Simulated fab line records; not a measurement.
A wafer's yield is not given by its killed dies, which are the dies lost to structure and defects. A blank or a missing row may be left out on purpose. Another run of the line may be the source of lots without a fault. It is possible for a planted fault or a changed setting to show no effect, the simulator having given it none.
Which of the tools did it?	flow nand harc	24 lots with 72 wafers sampled at 6 steps, on a route of 1302 steps

WHAT THE GAUGES READ, wafer by wafer
The record lacks any reading of a measuring or inspecting step that a usual standard deviation could be used to judge.

WHAT TOOL EACH LOT RAN ON (gives the tool, then ch and the chambers of the sampled wafers, and finally the start)
lot	NHARC_P_M2_DEP_33	NHARC_P_BONDPAD_CMP_32	NHARC_P_BONDPAD_ETCH_37	NHARC_P_BONDPAD_DEGAS_25	NHARC_A_CHANNEL_FILL_D1_ALD_15	NHARC_A_CHANNEL_FILL_D1_CMP_10
L074	pecvd-04 ch 0,2, day 6 17:22	cmp-01 ch 1,2,3, day 6 18:20	rie diel-12 ch 1,2,3, day 6 19:23	pvd sputter-03, day 6 20:14	ald sin batch-02 ch 0, day 9 10:59	cmp-03 ch 0,1, day 11 06:01
L075	pecvd-04 ch 0,1,2, day 6 19:19	cmp-02 ch 0,1,2, day 6 20:10	rie diel-12 ch 1,2,3, day 6 21:14	pvd sputter-01, day 6 22:05	ald sin batch-02 ch 0, day 11 08:50 or earlier	cmp-03 ch 1,2, day 11 08:50
L076	pecvd-04 ch 0,2, day 7 09:11	cmp-04 ch 0,2,3, day 7 10:01	rie diel-04 ch 0,2,3, day 7 11:01	pvd sputter-02, day 7 11:54	ald sin batch-01 ch 0, day 11 21:02 or earlier	cmp-04 ch 0,1,2, day 11 21:02
L077	pecvd-03 ch 0,1,2, day 7 19:11	cmp-04 ch 1,2,3, day 7 19:59	rie diel-12 ch 0,1,3, day 7 21:06	pvd sputter-03, day 7 21:56	ald sin batch-01 ch 0, day 12 08:49 or earlier	cmp-04 ch 0,1,2, day 12 08:49
L078	pecvd-04 ch 0,1,2, day 8 01:57	cmp-02 ch 0,1,3, day 8 02:50	rie diel-02 ch 2,3, day 8 03:47	pvd sputter-03, day 8 04:40	ald sin batch-01 ch 0, day 12 08:50 or earlier	cmp-03 ch 0,2,3, day 12 08:50
L079	pecvd-01 ch 0,1,2, day 8 17:18	cmp-02 ch 0,1,3, day 8 18:09	rie diel-04 ch 0,1, day 8 19:11	pvd sputter-01, day 8 20:06	ald sin batch-01 ch 0, day 12 22:19 or earlier	cmp-04 ch 0,3, day 12 22:19
L080	pecvd-01 ch 0,2, day 9 12:08	cmp-04 ch 0,2,3, day 9 12:58	rie diel-04 ch 0,1,3, day 9 13:57	pvd sputter-02, day 9 14:49	ald sin batch-01 ch 0, day 13 16:19 or earlier	cmp-04 ch 0,1,3, day 13 16:19
L081	pecvd-04 ch 0,1,2, day 9 12:58	cmp-01 ch 0,2,3, day 9 13:50	rie diel-02 ch 2,3, day 9 14:55	pvd sputter-01, day 9 15:48	ald sin batch-01 ch 0, day 13 16:19 or earlier	cmp-03 ch 1,2, day 13 16:19
L082	pecvd-01 ch 0,1,2, day 9 21:23	cmp-02 ch 0,1,3, day 9 22:12	rie diel-12 ch 0,1,3, day 9 23:16	pvd sputter-03, day 10 00:07	ald sin batch-03 ch 0, day 14 07:33 or earlier	cmp-03 ch 1,2,3, day 14 07:33
L084	pecvd-03 ch 1,2, day 10 13:10	cmp-01 ch 1,2, day 10 13:55	rie diel-04 ch 1,2,3, day 10 15:02	pvd sputter-03, day 10 15:53	ald sin batch-01 ch 0, day 14 20:02 or earlier	cmp-04 ch 0,1, day 14 20:02
L083	pecvd-04 ch 0,2, day 10 14:38	cmp-02 ch 0,1,3, day 10 15:29	rie diel-04 ch 0,1,3, day 10 16:36	pvd sputter-02, day 10 17:27	ald sin batch-01 ch 0, day 14 20:02 or earlier	cmp-03 ch 1,2,3, day 14 20:02
L085	pecvd-01 ch 0,1, day 11 08:04	cmp-01 ch 0,1,3, day 11 08:51	rie diel-12 ch 0,2, day 11 09:59	pvd sputter-01, day 11 10:52	ald sin batch-02 ch 0, day 15 14:59 or earlier	cmp-01 ch 0,1,2, day 15 14:59
L086	pecvd-04 ch 0,1, day 11 14:24	cmp-01 ch 0,2, day 11 15:15	rie diel-12 ch 1,2,3, day 11 16:22	pvd sputter-03, day 11 17:18	ald sin batch-02 ch 0, day 15 19:11 or earlier	cmp-01 ch 1,2,3, day 15 19:11
L087	pecvd-04 ch 1,2, day 11 17:34	cmp-02 ch 0,1,2, day 11 18:26	rie diel-12 ch 1,2,3, day 11 19:32	pvd sputter-02, day 11 20:52	ald sin batch-02 ch 0, day 15 19:11 or earlier	cmp-04 ch 2,3, day 15 19:11
L088	pecvd-03 ch 0,1, day 12 05:13	cmp-02 ch 0,3, day 12 06:02	rie diel-04 ch 1,2, day 12 07:29	pvd sputter-02, day 12 08:20	ald sin batch-03 ch 0, day 16 11:09 or earlier	cmp-03 ch 1,2,3, day 16 11:09
L089	pecvd-01 ch 0,1,2, day 13 02:43	cmp-02 ch 0,2,3, day 13 03:33	rie diel-02 ch 0,3, day 13 04:32	pvd sputter-01, day 13 05:25	ald sin batch-02 ch 0, day 17 07:15 or earlier	cmp-03 ch 0,1,2, day 17 07:15
L090	pecvd-03 ch 1,2, day 13 09:25	cmp-02 ch 0,3, day 13 10:09	rie diel-04 ch 0,2,3, day 13 11:17	pvd sputter-02, day 13 12:07	ald sin batch-01 ch 0, day 17 20:23 or earlier	cmp-01 ch 0,1,3, day 17 20:23
L091	pecvd-04 ch 0,1,2, day 13 14:10	cmp-02 ch 0,1,2, day 13 15:01	rie diel-12 ch 0,2,3, day 13 16:07	pvd sputter-02, day 13 16:59	ald sin batch-02 ch 0, day 18 05:28 or earlier	cmp-04 ch 0,2,3, day 18 05:28
L092	pecvd-01 ch 0,1, day 13 19:50	cmp-01 ch 0,1, day 13 20:41	rie diel-02 ch 1,2, day 13 21:46	pvd sputter-02, day 13 22:38	ald sin batch-02 ch 0, day 18 05:28 or earlier	cmp-03 ch 1,2,3, day 18 05:28
L093	pecvd-03 ch 0,1,2, day 14 08:35	cmp-02 ch 1,2,3, day 14 09:20	rie diel-04 ch 0,1,2, day 14 10:22	pvd sputter-01, day 14 11:14	ald sin batch-01 ch 0, day 18 14:16 or earlier	cmp-04 ch 0,1,3, day 18 14:16
L094	pecvd-03 ch 0,1, day 14 21:05	cmp-04 ch 1,3, day 14 21:52	rie diel-12 ch 0,3, day 14 22:49	pvd sputter-01, day 14 23:40	ald sin batch-02 ch 0, day 19 00:52 or earlier	cmp-01 ch 0,1,2, day 19 00:52
L095	pecvd-03 ch 0,1,2, day 15 00:49	cmp-04 ch 0,1,2, day 15 01:39	rie diel-02 ch 0,1, day 15 02:45	pvd sputter-01, day 15 03:37	ald sin batch-03 ch 0, day 19 13:43 or earlier	cmp-03 ch 0,3, day 19 13:43
L096	pecvd-04 ch 0,1, day 15 10:50	cmp-02 ch 0,1, day 15 11:34	rie diel-02 ch 0,1, day 15 12:41	pvd sputter-01, day 15 13:35	ald sin batch-03 ch 0, day 19 23:43 or earlier	cmp-04 ch 0,1,3, day 19 23:43
L097	pecvd-04 ch 0,2, day 15 23:37	cmp-01 ch 1,2,3, day 16 00:22	rie diel-02 ch 1,2, day 16 01:29	pvd sputter-01, day 16 02:25	ald sin batch-02 ch 0, day 20 09:10 or earlier	cmp-01 ch 0,1, day 20 09:10
- NHARC_P_M2_DEP_33: deposits SiCN, target thk 30 nm.
- NHARC_P_BONDPAD_CMP_32: polishes SiCN, target thk 200 nm.
- NHARC_P_BONDPAD_ETCH_37: etches the open film in N2/H2, target depth 60 nm, overetch 18 nm, time 65.91 s.
- NHARC_P_BONDPAD_DEGAS_25: time 60 s.
- NHARC_A_CHANNEL_FILL_D1_ALD_15: deposits SiNx, target thk 2 nm, pulse time 60 s, ald cycles 19.
- NHARC_A_CHANNEL_FILL_D1_CMP_10: polishes, target thk 150 nm.

WHAT THE TOOLS THEMSELVES READ (means of the sampled wafers that have a number; where no wafer has one, the mark that the record gives instead)
NHARC_P_M2_DEP_33. Usual: heater power w at 588 W, with a standard deviation of 91.
lot	tool	heater power w (W)	flag
L074	pecvd-04	599	
L075	pecvd-04	599	
L076	pecvd-04	576	
L077	pecvd-03	520	
L078	pecvd-04	555	
L079	pecvd-01	676	
L080	pecvd-01	554	
L081	pecvd-04	573	
L082	pecvd-01	672	
L084	pecvd-03	511	
L083	pecvd-04	585	
L085	pecvd-01	666	
L086	pecvd-04	597	
L087	pecvd-04	564	
L088	pecvd-03	519	
L089	pecvd-01	677	
L090	pecvd-03	556	
L091	pecvd-04	609	
L092	pecvd-01	705	
L093	pecvd-03	528	
L094	pecvd-03	553	
L095	pecvd-03	516	
L096	pecvd-04	651	
L097	pecvd-04	560	

NHARC_P_BONDPAD_CMP_32. Usual: edge zone pressure frac 0.999, standard deviation 0.005; motor current A 11.9 A, standard deviation 1.
lot	tool	edge zone pressure frac	motor current A (A)	flag
L074	cmp-01	1.000	12.4	
L075	cmp-02	0.995	11.5	
L076	cmp-04	1.002	11.5	
L077	cmp-04	1.000	12.0	
L078	cmp-02	0.998	11.6	
L079	cmp-02	1.000	11.6	
L080	cmp-04	1.000	11.9	
L081	cmp-01	1.000	12.3	
L082	cmp-02	1.000	11.6	
L084	cmp-01	0.998	12.2	
L083	cmp-02	1.001	11.3	
L085	cmp-01	1.003	13.5	
L086	cmp-01	0.993	11.6	
L087	cmp-02	1.002	11.7	
L088	cmp-02	1.000	11.5	
L089	cmp-02	0.999	11.9	
L090	cmp-02	0.995	11.4	
L091	cmp-02	0.999	11.5	
L092	cmp-01	0.997	12.8	
L093	cmp-02	1.003	11.1	
L094	cmp-04	0.999	11.4	
L095	cmp-04	0.999	12.7	
L096	cmp-02	0.994	11.6	
L097	cmp-01	0.994	12.2	

NHARC_P_BONDPAD_ETCH_37. Usual: chamber pressure mTorr 29.997 mTorr, standard deviation 0.026; drypump motor current A 5.4 A, standard deviation 0.42; oes product au 1.002 a.u., standard deviation 0.0094; rf vpp V 430.6 V, standard deviation 2.1; showerhead plenum p Torr 2.04 Torr, standard deviation 0.073; throttle valve pct 14.171 %, standard deviation 0.0089.
lot	tool	chamber pressure mTorr (mTorr)	drypump motor current A (A)	oes product au (a.u.)	rf vpp V (V)	showerhead plenum p Torr (Torr)	throttle valve pct (%)	flag
L074	rie diel-12	29.993	5.3	1.006	430.5	2.04	14.181	
L075	rie diel-12	29.997	5.3	1.010	429.9	2.04	14.178	
L076	rie diel-04	29.988	5.3	0.996	429.2	2.00	14.172	
L077	rie diel-12	29.987	5.5	1.006	430.4	2.02	14.177	
L078	rie diel-02	29.974	5.4	0.988	432.0	2.04	14.164	
L079	rie diel-04	30.015	5.0	1.001	427.3	1.93	14.169	
L080	rie diel-04	30.006	5.2	1.002	428.9	1.95	14.171	
L081	rie diel-02	30.006	5.4	1.007	430.6	2.04	14.168	
L082	rie diel-12	29.979	5.5	1.012	429.9	2.02	14.172	
L084	rie diel-04	29.984	5.1	0.993	430.5	2.02	14.163	
L083	rie diel-04	30.022	5.2	0.995	427.9	1.95	14.172	
L085	rie diel-12	29.998	5.1	1.011	432.2	2.10	14.175	
L086	rie diel-12	30.013	5.2	1.003	430.3	2.04	14.164	
L087	rie diel-12	29.963	5.3	1.002	430.0	2.04	14.174	
L088	rie diel-04	30.002	4.9	0.997	429.3	2.00	14.158	
L089	rie diel-02	29.986	5.4	0.993	431.8	2.09	14.173	
L090	rie diel-04	30.011	5.3	1.003	430.0	2.00	14.181	
L091	rie diel-12	30.007	5.2	1.003	431.3	2.08	14.175	
L092	rie diel-02	29.984	6.2	1.005	431.9	2.07	14.177	
L093	rie diel-04	29.998	5.1	1.005	429.4	1.98	14.178	
L094	rie diel-12	30.015	5.5	1.012	431.6	2.07	14.171	
L095	rie diel-02	29.993	5.9	1.003	432.1	2.12	14.176	
L096	rie diel-02	30.012	5.7	1.002	432.4	2.11	14.173	
L097	rie diel-02	29.986	6.1	1.000	431.8	2.09	14.166	

NHARC_P_BONDPAD_DEGAS_25. Usual: heater power w at 449 W, with a standard deviation of 48.
lot	tool	heater power w (W)	flag
L074	pvd sputter-03	451	
L075	pvd sputter-01	479	
L076	pvd sputter-02	429	
L077	pvd sputter-03	472	
L078	pvd sputter-03	448	
L079	pvd sputter-01	429	
L080	pvd sputter-02	442	
L081	pvd sputter-01	405	
L082	pvd sputter-03	455	
L084	pvd sputter-03	470	
L083	pvd sputter-02	446	
L085	pvd sputter-01	422	
L086	pvd sputter-03	463	
L087	pvd sputter-02	462	
L088	pvd sputter-02	503	
L089	pvd sputter-01	444	
L090	pvd sputter-02	496	
L091	pvd sputter-02	467	
L092	pvd sputter-02	433	
L093	pvd sputter-01	414	
L094	pvd sputter-01	455	
L095	pvd sputter-01	375	
L096	pvd sputter-01	458	
L097	pvd sputter-01	484	

NHARC_A_CHANNEL_FILL_D1_ALD_15. Usual: precursor pulse height rel at 0.998, with a standard deviation of 0.021.
lot	tool	precursor pulse height rel	flag
L074	ald sin batch-02	0.994	
L075	ald sin batch-02	0.987	
L076	ald sin batch-01	1.009	
L077	ald sin batch-01	1.006	
L078	ald sin batch-01	0.990	
L079	ald sin batch-01	1.005	
L080	ald sin batch-01	1.014	
L081	ald sin batch-01	1.000	
L082	ald sin batch-03	1.003	
L084	ald sin batch-01	0.996	
L083	ald sin batch-01	1.001	
L085	ald sin batch-02	1.004	
L086	ald sin batch-02	1.004	
L087	ald sin batch-02	0.999	
L088	ald sin batch-03	1.004	
L089	ald sin batch-02	0.992	
L090	ald sin batch-01	0.986	
L091	ald sin batch-02	0.982	
L092	ald sin batch-02	0.985	
L093	ald sin batch-01	0.994	
L094	ald sin batch-02	1.001	
L095	ald sin batch-03	0.987	
L096	ald sin batch-03	0.997	
L097	ald sin batch-02	0.997	

NHARC_A_CHANNEL_FILL_D1_CMP_10. Usual: edge zone pressure frac 1.000, standard deviation 0.0046; motor current A 11.9 A, standard deviation 0.98; time to endpoint s 15.3 s, standard deviation 2.7.
lot	tool	edge zone pressure frac	motor current A (A)	time to endpoint s (s)	flag
L074	cmp-03	1.003	11.6	17.2	
L075	cmp-03	0.999	11.5	13.6	
L076	cmp-04	0.999	12.5	16.9	
L077	cmp-04	0.999	12.4	15.7	
L078	cmp-03	1.001	11.3	14.9	
L079	cmp-04	1.002	11.5	13.8	
L080	cmp-04	1.000	11.9	10.5	
L081	cmp-03	1.006	12.0	14.7	
L082	cmp-03	1.000	11.4	17.4	
L084	cmp-04	0.998	12.4	16.1	
L083	cmp-03	0.999	11.2	16.3	
L085	cmp-01	1.001	12.3	14.1	
L086	cmp-01	0.995	12.7	15.2	
L087	cmp-04	1.002	11.7	14.2	
L088	cmp-03	1.000	11.1	15.9	
L089	cmp-03	0.995	12.0	13.7	
L090	cmp-01	1.000	13.4	14.4	
L091	cmp-04	0.999	11.6	18.4	
L092	cmp-03	0.997	11.0	13.9	
L093	cmp-04	1.000	12.2	14.4	
L094	cmp-01	0.999	12.2	15.8	
L095	cmp-03	1.002	11.3	14.6	
L096	cmp-04	0.999	12.1	13.9	
L097	cmp-01	1.003	13.1	14.3	

THE ANSWER, worked out from the rows above alone
Rule: take the mean of a lot's wafers that have a number; if it is more than 3 standard deviations from the usual mean, the lot is off. A lot without any number at a reading at which 4 lots or more have one is off too. All remaining lots with rows at the step are treated as sound. Order of review: gauges by route order, followed by the tools' own readings, for which a lot's mean as printed above is used. At the first step where some lot is off, the reading lying furthest off is the one used; lots without a number count as furthest.
No lot is off at any reading shown: from this, nothing can be told.

WHAT THE SIMULATOR PUT IN
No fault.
